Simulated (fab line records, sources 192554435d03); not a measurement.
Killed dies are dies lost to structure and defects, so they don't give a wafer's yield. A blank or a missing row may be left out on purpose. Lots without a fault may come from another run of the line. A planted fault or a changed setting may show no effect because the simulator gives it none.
fab line records | flow n5_finfet
record lots=7 wafers=39
route steps=1938 shown DUMMY_GATE@243 HKMG_FIN@402 GATE_CUT@466 MOL_CONTACT_COAG@538
start_h: hours from the record's first day to the start of the lot's first wafer shown | wait_h: hours since the lot's step before | " the same as in the row above | L1.1+2: a row that stands for several wafers | - no value, or no start given | * or withheld: withheld | < > ~ a bound
route shown NAME@n: a module of which the file shows steps, and the number in the route of the first | usual: mean/standard deviation of fault-free wafers | same: alike in all rows | chamber/n: place in a boat | sites: the reading at each site | _std_site: their standard deviation | _edge_site: outer sites' mean less inner sites' | radius_mm: how far each site lies from the wafer's centre | mask NAME#n: copy n | behind: the tool/chamber that last shaped the wafer | hold: why the lot was held/for how many hours/how that ended | device: the transistor (n, p or np) that didn't switch | end of line: the same wafers' tests at the end of the route | a step without rows: its recipe alone | killed: dies lost to structure and defects at the first sort, not the wafer's yield | map: a wafer's dies, x killed, . not, _ none there
set.NAME: the setting as run; set.NAME@STEP: as run at that earlier step | model.NAME: the simulator's own value behind a step, which no gauge read
lots whose settings were changed on purpose; a table a step, a row a wafer
## steps
# step N5_DUMMY_GATE_ETCH_31
# recipe chemistry=C4F6/O2 target=SiO2 mask_material=SOC target_depth_a=825 time_s=27.5 ion_energy_ev=250 pressure_mtorr=30 source_w=345 bias_w=185 Ar_flow_sccm=300 C4F6_flow_sccm=10 O2_flow_sccm=10
# columns lot.wafer tool chamber start_h wait_h set.target_depth_a model.etch.depth_nm model.SOC_of_DUMMY_GATE_COAT_34.thk_nm
L078.1 rie_diel-04 3 73.59 0.0 825 80.52 51.8
L078.2 " 2 " " 825 82.27 51.6
L078.3 " 0 " " 825 81.5 51.8
L078.4 " 1 " " 825 80.87 51.8
L078.5 " 0 " " 825 82.14 51.8
L078.6 " 1 " " 825 81 51.8
L080.1 rie_diel-02 2 83.41 0.0 825 81.38 51.8
L080.2 " 0 " " 825 84.04 51.4
L080.3 " 1 " " 825 81.96 51.6
L080.4 " 3 " " 825 80.67 51.8
L080.5 " 2 " " 825 81.65 51.6
L080.6 " 1 " " 825 81.76 51.6
L084.1 rie_diel-05 2 108.16 0.0 825 83.26 51.8
L084.2 " 1 " " 825 84.54 51.8
L084.3 " 0 " " 825 83.05 51.8
L084.4 " 3 " " 825 81.53 52
L084.5 " 3 " " 825 81.36 52
L084.6 " 2 " " 825 83.63 51.6
L087.1 rie_diel-05 1 126.55 0.1 776.7 78.45 52
L087.2 " 0 " " 825 83.39 51.4
L087.3 " 2 " " 825 82.09 51.6
L087.4 " 3 " " 825 80.75 51.6
L087.5 " 0 " " 776.7 78.07 52
L087.6 " 3 " " 776.7 76.32 52.2
L089.1 rie_diel-05 2 143.82 0.0 825 81.23 51.8
L089.2 " 0 " " 825 82.22 51.8
L089.3 " 1 " " 909.8 90.57 50.8
L089.4 " 3 " " 909.8 88.36 51.4
L089.5 " 3 " " 909.8 88.17 51
L089.6 " 0 " " 825 82.95 51.8
L090.1 rie_diel-04 0 144.92 0.0 825 81.72 52
L090.2 " 2 " " 825 81.14 51.8
L090.3 " 2 " " 825 81.03 52
L093.1 rie_diel-05 1 160.44 0.1 923.6 90.39 51
L093.2 " 2 " " 825 81.12 51.8
L093.3 " 0 " " 825 81.96 51.8
L093.4 " 3 " " 825 79.4 51.8
L093.5 " 0 " " 923.6 91.51 50.8
L093.6 " 1 " " 923.6 91.25 50.8
# step N5_HKMG_FIN_ETCH_54
# recipe chemistry=CF4 target=SiARC target_depth_a=455 mask_material=CAR-ArF time_s=75.8 ion_energy_ev=80 pressure_mtorr=40 source_w=545 bias_w=36 Ar_flow_sccm=100 cf4_flow_sccm=100 ends=cleared
# usual etch_rf_on_time_s=75.3/1.8 rf_vpp_V=184.4/1.1
# columns lot.wafer tool chamber start_h wait_h set.source_w etch_rf_on_time_s rf_vpp_V
L078.1 rie_diel-03 0 100.27 0.0 457 90.4 196.3
L078.2 " 3 " " 545 72.8 183.1
L078.3 " 1 " " 545 74.8 183.0
L078.4 " 3 " " 545 72.9 184.6
L078.5 " 0 " " 457 90.9 197.3
L078.6 " 1 " " 457 87.7 196.4
L080.1 rie_diel-03 0 109.02 0.0 545 77.7 183.6
L080.2 " 1 " " 545 75.3 184.3
L080.3 " 3 " " 545 73.5 182.9
L080.4 " 1 " " 629 66.0 174.9
L080.5 " 0 " " 629 68.9 177.4
L080.6 " 3 " " 629 64.8 174.1
L084.1 rie_diel-01 3 133.97 0.0 545 75.5 183.2
L084.2 " 2 " " 545 74.2 185.1
L084.3 " 0 " " 545 77.0 185.0
L084.4 " 1 " " 588.5 69.9 179.5
L084.5 " 2 " " 588.5 70.1 179.2
L084.6 " 1 " " 588.5 70.5 178.6
L087.1 rie_diel-01 1 151.52 0.0 512.1 79.8 189.0
L087.2 " 0 " " 512.1 83.0 188.2
L087.3 " 2 " " 545 75.2 184.0
L087.4 " 3 " " 545 75.6 184.0
L087.5 " 0 " " 545 78.2 183.9
L087.6 " 3 " " 512.1 80.4 186.8
L089.1 rie_diel-06 2 167.39 0.0 518.2 79.0 188.1
L089.2 " 0 " " 518.2 80.7 187.3
L089.3 " 3 " " 518.2 74.9 186.0
L089.4 " 1 " " 545 74.0 186.4
L089.5 " 3 " " 545 71.5 184.6
L089.6 " 2 " " 545 75.6 185.6
L090.1 rie_diel-03 2 169.94 0.0 545 77.9 184.4
L090.2 " 1 " " 545 74.4 182.3
L090.3 " 0 " " 545 76.0 184.1
L093.1 rie_diel-01 2 186.10 0.0 588.3 69.5 178.4
L093.2 " 1 " " 588.3 69.8 179.0
L093.3 " 3 " " 545 75.1 184.3
L093.4 " 2 " " 588.3 69.7 178.5
L093.5 " 3 " " 545 75.5 183.3
L093.6 " 1 " " 545 75.1 185.3
# step N5_GATE_CUT_ETCH_56
# recipe chemistry=Cl2/Ar target=TiN target_depth_a=216 pressure_mtorr=10 icp_w=600 bias_w=60 Cl2_flow_sccm=40 Ar_flow_sccm=60
# columns lot.wafer tool chamber start_h wait_h set.icp_w model.etch.depth_nm
L078.1 rie_metal-03 1 108.14 0.1 600 21.16
L078.2 " 0 " " 600 22.67
L078.3 " 0 " " 557.5 21.28
L078.4 " 1 " " 600 20.98
L078.5 " 0 " " 557.5 21.25
L078.6 " 1 " " 557.5 19.76
L080.1 rie_metal-02 1 117.47 0.1 600 21.82
L080.2 " 0 " " 600 22.12
L080.3 " 1 " " 705.6 25.29
L080.4 " 0 " " 705.6 25.57
L080.5 " 0 " " 705.6 25.46
L080.6 " 1 " " 600 21.91
L084.1 rie_metal-01 1 142.00 0.1 600 21.38
L084.2 " 0 " " 600 21.96
L084.3 " 0 " " 600 21.91
L084.4 " 1 " " 600 21.21
L084.5 " 0 " " 600 21.9
L084.6 " 1 " " 600 21.24
L087.1 rie_metal-03 0 160.85 0.2 600 22.93
L087.2 " 0 " " 600 23.03
L087.3 " 0 " " 600 22.81
L087.4 " 0 " " 600 22.63
L087.5 " 0 " " 600 22.65
L087.6 " 0 " " 600 22.79
L089.1 rie_metal-02 1 175.32 0.1 600 21.71
L089.2 " 0 " " 600 21.99
L089.3 " 1 " " 530.9 19.55
L089.4 " 0 " " 600 22.11
L089.5 " 0 " " 530.9 19.72
L089.6 " 1 " " 530.9 19.7
L090.1 rie_metal-01 0 177.82 0.1 600 21.64
L090.2 " 1 " " 600 21
L090.3 " 1 " " 600 21.01
L093.1 rie_metal-02 0 194.05 0.1 669.1 24.03
L093.2 " 1 " " 669.1 23.72
L093.3 " 0 " " 600 21.86
L093.4 " 1 " " 600 21.68
L093.5 " 0 " " 669.1 24.17
L093.6 " 1 " " 600 21.64
# step N5_MOL_CONTACT_COAG_ETCH_110
# recipe chemistry=CF4/O2 target=Si target_depth_a=25 time_s=8 pressure_mtorr=100 source_w=200 bias_w=12 ion_energy_ev=60 Ar_flow_sccm=100 cf4_flow_sccm=100 O2_flow_sccm=10
# columns lot.wafer tool chamber start_h wait_h set.source_w model.etch.depth_nm
L078.1 rie_diel-06 3 115.86 0.0 200 2.616
L078.2 " 2 " " 181 2.261
L078.3 " 1 " " 181 2.338
L078.4 " 0 " " 200 2.437
L078.5 " 3 " " 181 2.403
L078.6 " 2 " " 200 2.456
L080.1 rie_diel-06 2 126.33 0.0 215 2.66
L080.2 " 1 " " 200 2.553
L080.3 " 3 " " 215 2.811
L080.4+6 " 0 " " 200 2.464
L080.5 " 3 " " 215 2.797
L084.1 rie_diel-01 0 150.72 0.0 164.1 2.046
L084.2 " 3 " " 200 2.488
L084.3 " 1 " " 200 2.513
L084.4 " 2 " " 164.1 2.13
L084.5 " 1 " " 200 2.536
L084.6 " 2 " " 164.1 2.138
L087.1 rie_diel-06 2 169.51 0.0 200 2.524
L087.2 " 1 " " 200 2.557
L087.3 " 0 " " 200 2.462
L087.4 " 3 " " 200 2.661
L087.5 " 2 " " 200 2.515
L087.6 " 1 " " 200 2.558
L089.1 rie_diel-06 3 183.86 0.0 174.1 2.302
L089.2 " 1 " " 200 2.548
L089.3 " 2 " " 174.1 2.203
L089.4 " 0 " " 200 2.428
L089.5 " 0 " " 200 2.418
L089.6 " 1 " " 174.1 2.26
L090.1 rie_diel-06 0 186.03 0.0 200 2.412
L090.2 " 3 " " 200 2.588
L090.3 " 1 " " 200 2.54
L093.1 rie_diel-06 1 201.91 0.0 200 2.552
L093.2 " 3 " " 182.6 2.425
L093.3 " 0 " " 200 2.447
L093.4 " 0 " " 182.6 2.265
L093.5 " 1 " " 200 2.57
L093.6 " 3 " " 182.6 2.435
# step N5_MOL_CONTACT_COAG_ETCHBACK_136
# recipe chemistry=CHF3 target=SiO2 target_depth_a=250 time_s=16.7 ion_energy_ev=200 pressure_mtorr=30 source_w=610 bias_w=170 Ar_flow_sccm=200 CHF3_flow_sccm=50
# columns lot.wafer tool chamber start_h wait_h set.target_depth_a
L078.1+2+3 rie_diel-03 1,2,3 128.26 0.0 281.4
L078.4+5+6 " 1,2,3 " " 250
L080.1+2+3+4+5+6 rie_diel-03 3,2,1,1,3,2 137.27 0.0 250
L084.1+2+6 rie_diel-01 2,3,2 165.84 0.0 227.6
L084.3+4+5 " 1,0,3 " " 250
L087.1+3+4 rie_diel-03 3,0,1 181.56 0.0 283.1
L087.2+5+6 " 2,2,3 " " 250
L089.1+2+6 rie_diel-01 3,1,0 196.28 0.0 232.9
L089.3+4+5 " 2,0,3 " " 250
L090.1+2+3 rie_diel-03 0,2,3 198.78 0.0 250
L093.1+2+3 rie_diel-01 0,1,3 212.05 0.0 261.9
L093.4+5+6 " 0,3,1 " " 250
# step N5_MOL_CONTACT_COAG_STRIP_120
# recipe chemistry=CHF3 resist=SiARC rf_frequency_hz=6e+07
# step N5_MOL_CONTACT_COAG_VIA_ETCH_117
# recipe chemistry=C4F6/O2 target_depth_a=400 overetch_a=80 mask_material=SOC target=SiO2 bias_w=455 pressure_mtorr=10 time_s=26 source_w=325 Ar_flow_sccm=300 C4F6_flow_sccm=10 O2_flow_sccm=10 ion_energy_ev=575.3 ends=end_point
# columns lot.wafer tool chamber start_h wait_h set.target_depth_a@MOL_CONTACT_COAG_ETCHBACK_136 model.MOL_CONTACT_COAG.feature_depth_nm model.etch.depth_nm
L078.1 rie_diel-03 1 128.29 0.0 281.4 36.8 36.81
L078.2 " 2 " " 281.4 37.6 37.63
L078.3 " 3 " " 281.4 36.8 36.8
L078.4 " 1 " " 250 40 40.06
L078.5 " 2 " " 250 40.6 40.57
L078.6 " 3 " " 250 40 39.93
L080.1 rie_diel-03 3 137.30 0.0 250 40.2 40.13
L080.2 " 2 " " 250 40.6 40.6
L080.3 " 1 " " 250 40 39.98
L080.4 " 1 " " 250 39.8 39.74
L080.5 " 3 " " 250 39.8 39.85
L080.6 " 2 " " 250 40.4 40.49
L084.1 rie_diel-01 2 165.87 0.0 227.6 42.6 42.57
L084.2 " 3 " " 227.6 42.2 42.14
L084.3 " 1 " " 250 39.8 39.87
L084.4 " 0 " " 250 41 40.99
L084.5 " 3 " " 250 40.2 40.28
L084.6 " 2 " " 227.6 42.4 42.33
L087.1 rie_diel-03 3 181.59 0.0 283.1 35.6 35.7
L087.2 " 2 " " 250 40.6 40.65
L087.3 " 0 " " 283.1 36.6 36.59
L087.4 " 1 " " 283.1 36.4 36.38
L087.5 " 2 " " 250 40.8 40.78
L087.6 " 3 " " 250 39 39.1
L089.1 rie_diel-01 3 196.31 0.0 232.9 41.6 41.58
L089.2 " 1 " " 232.9 41.6 41.63
L089.3 " 2 " " 250 40.2 40.25
L089.4 " 0 " " 250 39.8 39.86
L089.5 " 3 " " 250 40 39.95
L089.6 " 0 " " 232.9 41.4 41.34
L090.1 rie_diel-03 0 198.81 0.0 250 39.8 39.77
L090.2 " 2 " " 250 40.4 40.34
L090.3 " 3 " " 250 39.2 39.11
L093.1 rie_diel-01 0 212.08 0.0 261.9 38.8 38.75
L093.2 " 1 " " 261.9 38.6 38.69
L093.3 " 3 " " 261.9 39.2 39.13
L093.4 " 0 " " 250 39.8 39.79
L093.5 " 3 " " 250 40.4 40.48
L093.6 " 1 " " 250 40 40.03
## key
split step=N5_DUMMY_GATE_ETCH_31 setting=target_depth_a stated=825 by=wafer
response step=N5_DUMMY_GATE_ETCH_31 reading=model.etch.depth_nm change=+0.775 per=1% r=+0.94
response step=N5_DUMMY_GATE_ETCH_31 reading=model.SOC_of_DUMMY_GATE_COAT_34.thk_nm change=-0.0771 per=1% r=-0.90
split step=N5_HKMG_FIN_ETCH_54 setting=source_w stated=545 by=wafer
response step=N5_HKMG_FIN_ETCH_54 reading=etch_rf_on_time_s change=* per=1% r=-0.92
response step=N5_HKMG_FIN_ETCH_54 reading=rf_vpp_V change=-0.666 per=1% r=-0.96
split step=N5_GATE_CUT_ETCH_56 setting=icp_w stated=600 by=wafer
response step=N5_GATE_CUT_ETCH_56 reading=model.etch.depth_nm change=+0.191 per=1% r=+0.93
split step=N5_MOL_CONTACT_COAG_ETCH_110 setting=source_w stated=200 by=wafer
response step=N5_MOL_CONTACT_COAG_ETCH_110 reading=model.etch.depth_nm change=+0.0209 per=1% r=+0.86
split step=N5_MOL_CONTACT_COAG_ETCHBACK_136 setting=target_depth_a stated=250 by=wafer
response step=N5_MOL_CONTACT_COAG_VIA_ETCH_117 reading=model.MOL_CONTACT_COAG.feature_depth_nm change=-0.261 per=1% r=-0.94
response step=N5_MOL_CONTACT_COAG_VIA_ETCH_117 reading=model.etch.depth_nm change=-0.259 per=1% r=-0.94
